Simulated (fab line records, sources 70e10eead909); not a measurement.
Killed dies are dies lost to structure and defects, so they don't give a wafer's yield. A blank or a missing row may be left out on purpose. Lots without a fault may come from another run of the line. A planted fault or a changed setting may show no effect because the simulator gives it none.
fab line records | flow nand_harc
record lots=6 wafers=16 last_day=32
route steps=1302 shown A_DECK1_JOINT@544 A_ONON_D2@545 END@1302
lots that met no fault: from a run of the same line without faults
start_h: hours from the record's first day to the start of the lot's first wafer shown | wait_h: hours since the lot's step before | " the same as in the row above | L1.1+2: a row that stands for several wafers | - no value, or no start given | * or withheld: withheld | < > ~ a bound
route shown NAME@n: a module of which the file shows steps, and the number in the route of the first | usual: mean/standard deviation of fault-free wafers | same: alike in all rows | chamber/n: place in a boat | sites: the reading at each site | _std_site: their standard deviation | _edge_site: outer sites' mean less inner sites' | radius_mm: how far each site lies from the wafer's centre | mask NAME#n: copy n | behind: the tool/chamber that last shaped the wafer | hold: why the lot was held/for how many hours/how that ended | device: the transistor (n, p or np) that didn't switch | end of line: the same wafers' tests at the end of the route | a step without rows: its recipe alone | killed: dies lost to structure and defects at the first sort, not the wafer's yield | map: a wafer's dies, x killed, . not, _ none there
set.NAME: the setting as run; set.NAME@STEP: as run at that earlier step | model.NAME: the simulator's own value behind a step, which no gauge read
lots at some steps of the route; a table a step, a row a wafer
services: from which hour (start_h, from the record's first day; less than 0 if before it) a tool's chamber was out of use, for how many hours, and why
## steps
# step NHARC_A_DECK1_JOINT_INSPECT_05
# usual raw_defect_count=332/130
# columns lot.wafer tool chamber start_h wait_h raw_defect_count
L584.2 defect_inspect-01 - 321.24 0.0 295
L584.5 " - " " 421
L584.6 " - " " 242
L585.1 defect_inspect-01 - 330.51 0.0 412
L585.5 " - " " 323
L585.6 " - " " 342
L595.1 defect_inspect-01 - 438.04 0.0 264
L595.4 " - " " 281
L596.1 defect_inspect-02 - 452.38 0.0 213
L596.4 " - " " 208
L599.1 defect_inspect-02 - 469.92 0.0 342
L599.4 " - " " 177
L599.6 " - " " 233
L601.2 defect_inspect-01 - 499.37 0.0 210
L601.5 " - " " 201
L601.6 " - " " 248
# step NHARC_A_ONON_D2_DEP_00
# recipe target_thk_a=10000 n2_flow_sccm=2750 n2o_flow_sccm=2000 nh3_flow_sccm=500 sih4_flow_sccm=210 temp_c=400
# step NHARC_A_ONON_D2_THK_MEAS_02
# recipe thk_meas_gauge=ellipsometry
# usual thk_nm=1000/12
# columns lot.wafer tool chamber start_h wait_h thk_nm
L584.2 film_metro-02 - 321.82 - 1006
L584.5 " - " " 1004
L584.6 " - " " 1007
L585.1 film_metro-02 - 331.09 - 992
L585.5 " - " " 991
L585.6 " - " " 990
L595.1 film_metro-01 - 438.62 - 1002
L595.4 " - " " 1000
L596.1 film_metro-01 - 452.96 - 995
L596.4 " - " " 995
L599.1 film_metro-01 - 470.49 - 1024
L599.4 " - " " 1024
L599.6 " - " " 1025
L601.2 film_metro-02 - 499.95 - 999
L601.5 " - " " 998
L601.6 " - " " 999
# step NHARC_A_ONON_D2_DEP_03
# recipe target_thk_a=10000 n2_flow_sccm=2750 n2o_flow_sccm=2000 nh3_flow_sccm=500 sih4_flow_sccm=210 temp_c=400
# step NHARC_A_ONON_D2_THK_MEAS_05
# recipe thk_meas_gauge=ellipsometry
# usual thk_nm=1001/9.7
# columns lot.wafer tool chamber start_h wait_h thk_nm
L584.2 film_metro-01 - 322.39 - 993
L584.5 " - " " 993
L584.6 " - " " 992
L585.1 film_metro-01 - 331.65 - 1005
L585.5 " - " " 1003
L585.6 " - " " 1001
L595.1 film_metro-01 - 439.18 - 993
L595.4 " - " " 993
L596.1 film_metro-01 - 453.53 - 1010
L596.4 " - " " 1011
L599.1 film_metro-01 - 471.06 - 1017
L599.4 " - " " 1016
L599.6 " - " " 1016
L601.2 film_metro-01 - 500.52 - 998
L601.5 " - " " 996
L601.6 " - " " 995
# step NHARC_A_ONON_D2_DEP_06
# recipe target_thk_a=10000 n2_flow_sccm=2750 n2o_flow_sccm=2000 nh3_flow_sccm=500 sih4_flow_sccm=210 temp_c=400
# step NHARC_A_ONON_D2_THK_MEAS_08
# recipe thk_meas_gauge=ellipsometry
# usual thk_nm=1000/9.4
# columns lot.wafer tool chamber start_h wait_h thk_nm
L584.2 film_metro-01 - 322.96 - 998
L584.5 " - " " 996
L584.6 " - " " 998
L585.1 film_metro-02 - 332.22 - 1008
L585.5 " - " " 1007
L585.6 " - " " 1010
L595.1 film_metro-01 - 439.75 - 997
L595.4 " - " " 997
L596.1 film_metro-01 - 454.09 - 991
L596.4 " - " " 992
L599.1 film_metro-02 - 471.62 - 986
L599.4 " - " " 985
L599.6 " - " " 986
L601.2 film_metro-02 - 501.11 - 984
L601.5 " - " " 985
L601.6 " - " " 985
# step NHARC_A_ONON_D2_DEP_09
# recipe target_thk_a=10000 n2_flow_sccm=2750 n2o_flow_sccm=2000 nh3_flow_sccm=500 sih4_flow_sccm=210 temp_c=400
# step NHARC_A_ONON_D2_THK_MEAS_11
# recipe thk_meas_gauge=ellipsometry
# usual thk_nm=1001/8.6
# columns lot.wafer tool chamber start_h wait_h thk_nm
L584.2 film_metro-01 - 323.70 - 1009
L584.5 " - " " 1011
L584.6 " - " " 1010
L585.1 film_metro-02 - 332.78 - 1010
L585.5 " - " " 1009
L585.6 " - " " 1009
L595.1 film_metro-01 - 440.32 - 993
L595.4 " - " " 994
L596.1 film_metro-01 - 454.66 - 998
L596.4 " - " " 999
L599.1 film_metro-01 - 472.18 - 1011
L599.4 " - " " 1011
L599.6 " - " " 1011
L601.2 film_metro-02 - 501.67 - 997
L601.5 " - " " 997
L601.6 " - " " 995
# step NHARC_A_ONON_D2_DEP_12
# recipe target_thk_a=10000 n2_flow_sccm=2750 n2o_flow_sccm=2000 nh3_flow_sccm=500 sih4_flow_sccm=210 temp_c=400
# step NHARC_A_ONON_D2_THK_MEAS_14
# recipe thk_meas_gauge=ellipsometry
# usual thk_nm=1003/9.2
# columns lot.wafer tool chamber start_h wait_h thk_nm
L584.2 film_metro-02 - 324.27 - 984
L584.5 " - " " 984
L584.6 " - " " 985
L585.1 film_metro-02 - 333.35 - 1006
L585.5 " - " " 1005
L585.6 " - " " 1007
L595.1 film_metro-01 - 440.89 - 996
L595.4 " - " " 996
L596.1 film_metro-01 - 455.22 - 1001
L596.4 " - " " 998
L599.1 film_metro-02 - 472.75 - 1003
L599.4 " - " " 1003
L599.6 " - " " 1002
L601.2 film_metro-02 - 502.24 - 997
L601.5 " - " " 996
L601.6 " - " " 998
# step NHARC_A_ONON_D2_ANNEAL_15
# recipe temp_c=750 time_s=3600
# step NHARC_A_ONON_D2_DEP_16
# recipe target_thk_a=10000 n2_flow_sccm=2750 n2o_flow_sccm=2000 nh3_flow_sccm=500 sih4_flow_sccm=210 temp_c=400
# usual susceptor_temp_C=400.01/0.2
# columns lot.wafer tool chamber start_h wait_h susceptor_temp_C
L584.2 pecvd_onon-01 0 328.47 0.4 399.98
L584.5 " 0 " " 399.96
L584.6 " 0 " " 400.29
L585.1 pecvd_onon-04 0 340.22 0.4 400.02
L585.5 " 0 " " 399.91
L585.6 " 0 " " 399.82
L595.1 pecvd_onon-04 0 449.65 0.4 400.01
L595.4 " 0 " " 400.14
L596.1 pecvd_onon-04 0 462.76 0.4 399.84
L596.4 " 0 " " 400.03
L599.1 pecvd_onon-01 0 480.25 0.4 400.38
L599.4 " 0 " " 400.11
L599.6 " 0 " " 400.04
L601.2 pecvd_onon-02 0 506.43 0.4 399.75
L601.5 " 0 " " 400.04
L601.6 " 0 " " 399.67
# step NHARC_A_ONON_D2_THK_MEAS_18
# recipe thk_meas_gauge=ellipsometry
# usual thk_nm=1005/10
# columns lot.wafer tool chamber start_h wait_h thk_nm
L584.2 film_metro-01 - 328.92 - 996
L584.5 " - " " 996
L584.6 " - " " 996
L585.1 film_metro-02 - 340.73 - 1011
L585.5 " - " " 1008
L585.6 " - " " 1011
L595.1 film_metro-01 - 450.15 - 1537
L595.4 " - " " 1006
L596.1 film_metro-01 - 463.27 - 1534
L596.4 " - " " 1005
L599.1 film_metro-02 - 480.76 - 988
L599.4 " - " " 984
L599.6 " - " " 986
L601.2 film_metro-02 - 506.88 - 1005
L601.5 " - " " 1004
L601.6 " - " " 1005
# step NHARC_A_ONON_D2_DEP_19
# recipe target_thk_a=10000 n2_flow_sccm=2750 n2o_flow_sccm=2000 nh3_flow_sccm=500 sih4_flow_sccm=210 temp_c=400
# step NHARC_END_SORT_01
# recipe temp_c=25
# usual killed_at_array=56/17 killed_at_other=1.2/1.4 killed_at_periphery=4/3.2 killed_dies=61/16 killed_open=3.6/2.1 killed_short=2.7/1.8
# same gross_dies=677
# columns lot.wafer tool chamber start_h wait_h killed_at_array killed_at_other killed_at_periphery killed_dies killed_open killed_short
L595.1 prober-02 0 721.63 2.5 672 1 4 677 5 2
L596.1 prober-02 0 737.16 2.5 670 2 5 677 7 2
# killed by level:class
L595.1 A_ONON_D2:area_dep=613 A_SLIT:chamber_film_flake=28 A_CHANNEL_HOLE_D1:chamber_film_flake=23 A_STAIRCASE:chamber_film_flake=3 P_M0:geometric_particle:open=2 P_CONTACT:geometric_particle:short=1 A_SOURCE_PLATE:geometric_particle:open=1 A_CHANNEL_HOLE_D1:geometric_particle:open=1
L596.1 A_ONON_D2:area_dep=619 A_CHANNEL_HOLE_D2:chamber_film_flake=26 A_CHANNEL_HOLE_D1:chamber_film_flake=7 A_SLIT:chamber_film_flake=3 A_BONDPAD:chamber_film_flake=3 A_ONON_D1:geometric_particle:open=2 A_CONTACT:chamber_film_flake=2 THIN_TSV:chamber_film_flake=2
# map L595.1 (x killed, . not)
____________x____________
_________xxxxxxx_________
_______xxxxxxxxxxx_______
______xxxxxxxxxxxxx______
_____xxxxxxxxxxxxxxx_____
____xxxxxxxxxxxxxxxxx____
____xxxxxxxxxxxxxxxxx____
___xxxxxxxxxxxxxxxxxxx___
___xxxxxxxxxxxxxxxxxxx___
__xxxxxxxxxxxxxxxxxxxxx__
__xxxxxxxxxxxxxxxxxxxxx__
_xxxxxxxxxxxxxxxxxxxxxxx_
_xxxxxxxxxxxxxxxxxxxxxxx_
_xxxxxxxxxxxxxxxxxxxxxxx_
_xxxxxxxxxxxxxxxxxxxxxxx_
_xxxxxxxxxxxxxxxxxxxxxxx_
xxxxxxxxxxxxxxxxxxxxxxxxx
xxxxxxxxxxxxxxxxxxxxxxxxx
xxxxxxxxxxxxxxxxxxxxxxxxx
xxxxxxxxxxxxxxxxxxxxxxxxx
xxxxxxxxxxxxxxxxxxxxxxxxx
_xxxxxxxxxxxxxxxxxxxxxxx_
_xxxxxxxxxxxxxxxxxxxxxxx_
_xxxxxxxxxxxxxxxxxxxxxxx_
_xxxxxxxxxxxxxxxxxxxxxxx_
_xxxxxxxxxxxxxxxxxxxxxxx_
__xxxxxxxxxxxxxxxxxxxxx__
__xxxxxxxxxxxxxxxxxxxxx__
___xxxxxxxxxxxxxxxxxxx___
___xxxxxxxxxxxxxxxxxxx___
____xxxxxxxxxxxxxxxxx____
____xxxxxxxxxxxxxxxxx____
_____xxxxxxxxxxxxxxx_____
______xxxxxxxxxxxxx______
_______xxxxxxxxxxx_______
_________xxxxxxx_________
____________x____________
# map L596.1 (x killed, . not)
____________x____________
_________xxxxxxx_________
_______xxxxxxxxxxx_______
______xxxxxxxxxxxxx______
_____xxxxxxxxxxxxxxx_____
____xxxxxxxxxxxxxxxxx____
____xxxxxxxxxxxxxxxxx____
___xxxxxxxxxxxxxxxxxxx___
___xxxxxxxxxxxxxxxxxxx___
__xxxxxxxxxxxxxxxxxxxxx__
__xxxxxxxxxxxxxxxxxxxxx__
_xxxxxxxxxxxxxxxxxxxxxxx_
_xxxxxxxxxxxxxxxxxxxxxxx_
_xxxxxxxxxxxxxxxxxxxxxxx_
_xxxxxxxxxxxxxxxxxxxxxxx_
_xxxxxxxxxxxxxxxxxxxxxxx_
xxxxxxxxxxxxxxxxxxxxxxxxx
xxxxxxxxxxxxxxxxxxxxxxxxx
xxxxxxxxxxxxxxxxxxxxxxxxx
xxxxxxxxxxxxxxxxxxxxxxxxx
xxxxxxxxxxxxxxxxxxxxxxxxx
_xxxxxxxxxxxxxxxxxxxxxxx_
_xxxxxxxxxxxxxxxxxxxxxxx_
_xxxxxxxxxxxxxxxxxxxxxxx_
_xxxxxxxxxxxxxxxxxxxxxxx_
_xxxxxxxxxxxxxxxxxxxxxxx_
__xxxxxxxxxxxxxxxxxxxxx__
__xxxxxxxxxxxxxxxxxxxxx__
___xxxxxxxxxxxxxxxxxxx___
___xxxxxxxxxxxxxxxxxxx___
____xxxxxxxxxxxxxxxxx____
____xxxxxxxxxxxxxxxxx____
_____xxxxxxxxxxxxxxx_____
______xxxxxxxxxxxxx______
_______xxxxxxxxxxx_______
_________xxxxxxx_________
____________x____________
## services
# columns tool chamber start_h hours kind
pecvd_onon-04 - 311.00 13.0 pm
pecvd_onon-02 - 341.46 2.5 repair
pecvd_onon-02 - 366.24 13.0 pm
pecvd_onon-01 - 441.48 0.3 repair
pecvd_onon-01 - 450.00 13.0 pm
pecvd_onon-04 - 492.00 13.0 pm
## key
first_sign step=NHARC_A_ONON_D2_THK_MEAS_18 reading=thk_nm direction=up sigmas=53 usual=1005 struck=1535
effect step=NHARC_END_SORT_01 reading=killed_dies direction=up sigmas=37 usual=61 struck=677
more_kills_born_at NHARC_A_ONON_D2_DEP_16@pecvd_onon-04=1232
met_at NHARC_A_ONON_D2_DEP_16
struck_wafers L595.1,L596.1
later_rows_left_out L595.1,L596.1
tester_left_out L595,L596
onset_between 340.22 449.65
fault kind=process_parameter_drift tool=pecvd_onon-04 chamber=- onset_h=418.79 steps=NHARC_A_ONON_D2_DEP_16 channel=target_thk_a offset=* shape=step end_h=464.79 scope=struck_wafers_only acts_in=* stated=*
# tester_left_out: of these lots the tester's yield and bins aren't shown, on N5 and GAA mostly nor the transistor test; their killed dies are dies lost to structure and defects alone, not to doping, threshold or leakage, so they don't give the yield
# later_rows_left_out: the simulator's readings of these wafers behind a module that went badly wrong aren't trusted and aren't shown, but for the sort
